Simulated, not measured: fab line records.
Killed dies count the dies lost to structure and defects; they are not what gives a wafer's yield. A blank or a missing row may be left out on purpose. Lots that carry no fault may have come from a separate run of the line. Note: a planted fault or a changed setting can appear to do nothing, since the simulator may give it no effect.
Which tool did it? | flow nand_harc | 14 lots with 42 wafers sampled at 7 steps, on a route of 1159 steps

== WHAT THE GAUGES SHOWED, per wafer ==
NHARC_P_ZERO_WELL_CD_MEAS_11: the cd target is 500 nm.
lot  | measured    | on        | cd_nm (nm)
L345 | day 1 13:19 | cd_sem-03 | 500.4 499.8 499.9
L346 | day 1 19:07 | cd_sem-01 | 498.6 497.7 501.4
L348 | day 2 07:14 | cd_sem-03 | 504.3 498.3 500.4
L349 | day 2 13:14 | cd_sem-03 | 498.2 501.3 499.1
L350 | day 2 19:14 | cd_sem-03 | 499.4 500.0 498.1
L351 | day 3 01:14 | cd_sem-03 | 499.7 502.4 501.0
L354 | day 3 19:16 | cd_sem-01 | 499.8 500.5 503.4
L355 | day 4 01:14 | cd_sem-03 | 499.7 499.7 500.6
L360 | day 5 07:15 | cd_sem-02 | 498.4 499.1 501.2
L361 | day 5 13:16 | cd_sem-03 | 497.3 499.8 499.0
L363 | day 6 01:14 | cd_sem-01 | 498.7 499.1 498.8
L365 | day 6 13:15 | cd_sem-01 | 499.3 499.6 498.5
L366 | day 6 19:14 | cd_sem-01 | 498.0 499.7 500.1
L368 | day 7 07:11 | cd_sem-03 | 501.0 496.3 498.6

NHARC_P_STI_CD_MEAS_09: the cd target is 200 nm.
lot  | measured    | on        | cd_nm (nm)
L345 | day 2 13:37 | cd_sem-02 | 199.9 199.8 201.8
L346 | day 2 13:46 | cd_sem-03 | 200.3 199.6 201.9
L348 | day 3 05:42 | cd_sem-03 | 199.4 199.0 199.4
L349 | day 3 12:06 | cd_sem-03 | 201.7 200.8 200.1
L350 | day 3 20:19 | cd_sem-02 | 201.3 199.5 202.1
L351 | day 3 20:29 | cd_sem-01 | 199.5 198.4 200.3
L354 | day 4 17:31 | cd_sem-03 | 173.0 173.2 173.9
L355 | day 5 02:16 | cd_sem-02 | 178.4 175.7 177.1
L360 | day 6 08:28 | cd_sem-01 | 199.4 197.6 199.0
L361 | day 6 08:19 | cd_sem-03 | 197.4 200.9 200.9
L363 | day 6 22:46 | cd_sem-03 | 197.1 198.8 199.0
L365 | day 7 11:05 | cd_sem-01 | 198.7 200.2 197.2
L366 | day 7 16:58 | cd_sem-02 | 202.1 202.6 199.7
L368 | day 8 04:49 | cd_sem-03 | 197.2 196.6 199.2

NHARC_P_STI_CD_MEAS_16.
lot  | measured    | on        | cd_nm (nm)
L345 | day 2 14:19 | cd_sem-02 | 198.5 198.9 200.6
L346 | day 2 14:28 | cd_sem-02 | 198.7 199.7 202.6
L348 | day 3 06:25 | cd_sem-03 | 199.9 198.7 198.5
L349 | day 3 12:48 | cd_sem-03 | 202.7 197.7 198.2
L350 | day 3 21:30 | cd_sem-01 | 199.8 199.1 202.0
L351 | day 3 21:11 | cd_sem-02 | 198.5 197.5 199.2
L354 | day 4 18:15 | cd_sem-03 | 172.3 172.2 173.1
L355 | day 5 03:02 | cd_sem-02 | 177.4 175.9 175.9
L360 | day 6 09:11 | cd_sem-02 | 197.3 196.8 200.0
L361 | day 6 09:00 | cd_sem-02 | 196.1 200.6 199.1
L363 | day 6 23:28 | cd_sem-01 | 197.0 198.6 198.9
L365 | day 7 11:48 | cd_sem-03 | 198.0 198.9 196.5
L366 | day 7 17:40 | cd_sem-03 | 201.2 201.0 199.1
L368 | day 8 05:34 | cd_sem-02 | 197.2 194.3 200.0

NHARC_P_STI_OCD_MEAS_17.
lot  | measured    | on     | trench_depth_nm (nm) | trench_foot_cd_nm (nm)
L345 | day 2 14:24 | ocd-01 | 306 299 296          | 157.2 158.2 160.5
L346 | day 2 14:33 | ocd-01 | 299 301 296          | 157.4 157.8 161.0
L348 | day 3 06:29 | ocd-01 | 303 300 296          | 157.0 156.3 157.9
L349 | day 3 12:53 | ocd-01 | 294 292 295          | 160.4 159.7 158.9
L350 | day 3 21:35 | ocd-01 | 302 308 301          | 159.4 156.9 159.6
L351 | day 3 21:16 | ocd-01 | 301 299 297          | 157.0 156.6 158.3
L354 | day 4 18:20 | ocd-01 | 299 299 297          | 130.8 132.0 132.7
L355 | day 5 03:08 | ocd-01 | 294 292 293          | 137.4 135.0 136.1
L360 | day 6 09:16 | ocd-01 | 296 305 294          | 157.8 154.8 157.8
L361 | day 6 09:05 | ocd-01 | 305 294 292          | 154.9 160.0 160.6
L363 | day 6 23:34 | ocd-01 | 300 299 300          | 155.0 157.1 156.1
L365 | day 7 11:54 | ocd-01 | 296 302 302          | 157.3 157.6 155.1
L366 | day 7 17:44 | ocd-01 | 305 304 304          | 159.4 159.7 157.1
L368 | day 8 05:40 | ocd-01 | 303 300 302          | 154.5 154.2 157.4

== EACH LOT AND THE TOOL THAT RAN IT (in order: tool; ch and the chambers of the sampled wafers; start) ==
lot  | NHARC_P_ZERO_WELL_ETCH_62                    | NHARC_P_STI_PEB_07               | NHARC_P_STI_DESCUM_14
L345 | rie_diel-13 ch 0,1,2, day 2 13:32 or earlier | litho_track-07 ch 0, day 2 13:32 | rie_diel-11 ch 1,3, day 2 13:52
L346 | rie_diel-13 ch 0,1,3, day 2 13:41 or earlier | litho_track-02 ch 0, day 2 13:41 | rie_diel-05 ch 1,2,3, day 2 14:02
L348 | rie_diel-13 ch 2,3, day 3 05:37 or earlier   | litho_track-05 ch 0, day 3 05:37 | rie_diel-11 ch 0,1,3, day 3 05:58
L349 | rie_diel-13 ch 2,3, day 3 12:01 or earlier   | litho_track-05 ch 0, day 3 12:01 | rie_diel-01 ch 0,1,2, day 3 12:23
L350 | rie_diel-02 ch 1,3, day 3 20:14 or earlier   | litho_track-02 ch 0, day 3 20:14 | rie_diel-05 ch 0,3, day 3 20:35
L351 | rie_diel-02 ch 0,1, day 3 20:23 or earlier   | litho_track-07 ch 0, day 3 20:23 | rie_diel-01 ch 0,1,2, day 3 20:45
L354 | rie_diel-13 ch 2,3, day 4 17:25 or earlier   | litho_track-02 ch 0, day 4 17:25 | rie_diel-01 ch 1,2,3, day 4 17:47
L355 | rie_diel-13 ch 0,1,2, day 5 02:11 or earlier | litho_track-02 ch 0, day 5 02:11 | rie_diel-01 ch 0,2, day 5 02:32
L360 | rie_diel-09 ch 1,2, day 6 08:23 or earlier   | litho_track-07 ch 0, day 6 08:23 | rie_diel-05 ch 0,1,2, day 6 08:45
L361 | rie_diel-02 ch 0,1, day 6 08:13 or earlier   | litho_track-07 ch 0, day 6 08:13 | rie_diel-11 ch 0,3, day 6 08:34
L363 | rie_diel-13 ch 0,3, day 6 22:41 or earlier   | litho_track-05 ch 0, day 6 22:41 | rie_diel-11 ch 1,2,3, day 6 23:02
L365 | rie_diel-13 ch 0,2, day 7 11:01 or earlier   | litho_track-07 ch 0, day 7 11:01 | rie_diel-11 ch 0,2,3, day 7 11:22
L366 | rie_diel-09 ch 0,2, day 7 16:53 or earlier   | litho_track-05 ch 0, day 7 16:53 | rie_diel-05 ch 0,2,3, day 7 17:14
L368 | rie_diel-09 ch 0,1,2, day 8 04:43 or earlier | litho_track-07 ch 0, day 8 04:43 | rie_diel-11 ch 0,1, day 8 05:04
- NHARC_P_ZERO_WELL_ETCH_62: etches the open film in CHF3/Ar, target depth 13 nm, time 6.5 s.
- NHARC_P_STI_PEB_07: peb time 80 s.
- NHARC_P_STI_DESCUM_14: chemistry O2, time 3 s.

== WHAT THE TOOLS THEMSELVES READ (means of the sampled wafers that have a number; where no wafer has one, the mark that the record gives instead) ==
NHARC_P_ZERO_WELL_ETCH_62.
lot  | tool        | drypump_motor_current_A (A) | oes_product_au (a.u.) | rf_vpp_V (V) | showerhead_plenum_p_Torr (Torr) | throttle_valve_pct (%)
L345 | rie_diel-13 | 5.5                         | 0.970                 | 372.3        | 2.43                            | 20.216
L346 | rie_diel-13 | 5.5                         | 0.972                 | 370.9        | 2.33                            | 20.218
L348 | rie_diel-13 | 5.9                         | 0.960                 | 372.4        | 2.42                            | 20.222
L349 | rie_diel-13 | 5.9                         | 0.954                 | 373.2        | 2.42                            | 20.222
L350 | rie_diel-02 | 5.7                         | 0.968                 | 369.4        | 2.28                            | 20.225
L351 | rie_diel-02 | 5.7                         | 0.961                 | 368.2        | 2.22                            | 20.207
L354 | rie_diel-13 | 5.9                         | 0.972                 | 371.9        | 2.42                            | 20.218
L355 | rie_diel-13 | 5.5                         | 0.971                 | 373.1        | 2.43                            | 20.213
L360 | rie_diel-09 | 6.0                         | 0.973                 | 373.4        | 2.47                            | 20.223
L361 | rie_diel-02 | 5.4                         | 0.954                 | 367.0        | 2.23                            | 20.220
L363 | rie_diel-13 | 5.6                         | 0.969                 | 370.6        | 2.37                            | 20.221
L365 | rie_diel-13 | 5.7                         | 0.915                 | 373.8        | 2.49                            | 20.224
L366 | rie_diel-09 | 5.9                         | 0.961                 | 370.2        | 2.32                            | 20.213
L368 | rie_diel-09 | 6.0                         | 0.961                 | 370.8        | 2.39                            | 20.218

NHARC_P_STI_PEB_07.
lot  | tool           | heater_power_total_W (W) | plate_temp_C (C) | resist_line_temp_C (C)
L345 | litho_track-07 | 189.4                    | 127.95           | 22.95
L346 | litho_track-02 | 190.1                    | 128.17           | 22.99
L348 | litho_track-05 | 190.3                    | 128.09           | 22.98
L349 | litho_track-05 | 190.7                    | 128.05           | 22.99
L350 | litho_track-02 | 189.7                    | 127.90           | 22.96
L351 | litho_track-07 | 190.0                    | 128.01           | 22.99
L354 | litho_track-02 | 184.1                    | 125.18           | 23.00
L355 | litho_track-02 | 185.3                    | 125.43           | 23.01
L360 | litho_track-07 | 190.5                    | 127.97           | 22.94
L361 | litho_track-07 | 189.6                    | 127.88           | 23.04
L363 | litho_track-05 | 189.1                    | 127.86           | 22.85
L365 | litho_track-07 | 189.6                    | 128.15           | 23.07
L366 | litho_track-05 | 189.5                    | 128.01           | 23.03
L368 | litho_track-07 | 189.9                    | 128.11           | 23.17

NHARC_P_STI_DESCUM_14.
lot  | tool        | drypump_motor_current_A (A) | oes_product_au (a.u.) | rf_vpp_V (V) | showerhead_plenum_p_Torr (Torr) | throttle_valve_pct (%)
L345 | rie_diel-11 | 5.5                         | 1.011                 | 57.4         | 1.84                            | 11.302
L346 | rie_diel-05 | 5.3                         | 0.998                 | 57.1         | 1.97                            | 11.320
L348 | rie_diel-11 | 5.2                         | 1.009                 | 58.3         | 1.90                            | 11.306
L349 | rie_diel-01 | 5.6                         | 0.986                 | 58.5         | 1.98                            | 11.314
L350 | rie_diel-05 | 5.3                         | 1.000                 | 57.7         | 2.00                            | 11.309
L351 | rie_diel-01 | 5.6                         | 0.995                 | 58.0         | 1.98                            | 11.308
L354 | rie_diel-01 | 5.9                         | 0.994                 | 58.5         | 1.99                            | 11.308
L355 | rie_diel-01 | 5.8                         | 0.992                 | 57.2         | 1.99                            | 11.310
L360 | rie_diel-05 | 5.6                         | 1.008                 | 57.8         | 1.92                            | 11.309
L361 | rie_diel-11 | 5.3                         | 1.005                 | 57.6         | 1.98                            | 11.310
L363 | rie_diel-11 | 5.4                         | 1.007                 | 57.7         | 1.83                            | 11.316
L365 | rie_diel-11 | 5.4                         | 1.008                 | 56.7         | 1.90                            | 11.307
L366 | rie_diel-05 | 5.7                         | 1.009                 | 57.9         | 1.94                            | 11.308
L368 | rie_diel-11 | 5.0                         | 1.003                 | 57.9         | 1.96                            | 11.304

== THE ANSWER, worked out from the rows above alone ==
Rule: what is usual is taken from the lots themselves. Put in order of their means at a reading, lots are off if they are a third of the lots or fewer, leave a main group of 4 or more, and stand apart from it by a gap of 3 or more times the standard deviation of the main group's means; of several such gaps the widest counts. If all means in a main group match to the digits the tables above print for the reading, that group is not used. Also off: a lot with no number at a reading for which 4 or more lots have one. The other lots that the step has rows for count as sound. The gauges are gone through in route order, then the tools' own readings, and for those a lot's mean is taken as printed above. The first step at which some lot is off is used, and at that step the reading that is off furthest; a lot without a number counts as furthest.
Off at NHARC_P_STI_CD_MEAS_09 (cd_nm): L354, L355. The main group has a mean of 199.7 nm with a standard deviation of 1.2.
A tool fits if, at a process step before that reading, it ran every lot that is off, and no sound lot after the first of them. Not tried: the gauges at NHARC_P_STI_CD_MEAS_09; whatever is off there is also off at NHARC_P_STI_OCD_MEAS_17, on other tools, and gauge error can't account for it. NHARC_P_ZERO_WELL_ETCH_62 gives no start for some lots, so the hours and the order of its lots are those of NHARC_P_STI_PEB_07. One candidate fits, namely litho_track-02 at NHARC_P_STI_PEB_07. Its last sound lot is L350 (day 3 20:14), its first lot that is off L354 (day 4 17:25): a fault that began between those two fits.
The tool's own readings at NHARC_P_STI_PEB_07 bear it out: on the lots that are off they differ by more than 5 times the standard deviation of the sound lots' means. heater_power_total_W reads 184.7 W there against 189.9 W on the sound lots; plate_temp_C reads 125.31 C there against 128.01 C on the sound lots.

== WHAT WAS PUT IN BY THE SIMULATOR ==
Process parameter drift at NHARC_P_STI_PEB_07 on litho_track-02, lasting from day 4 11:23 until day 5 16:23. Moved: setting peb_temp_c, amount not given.
Struck lots among those shown: L354, L355. Same finding as the rule above.
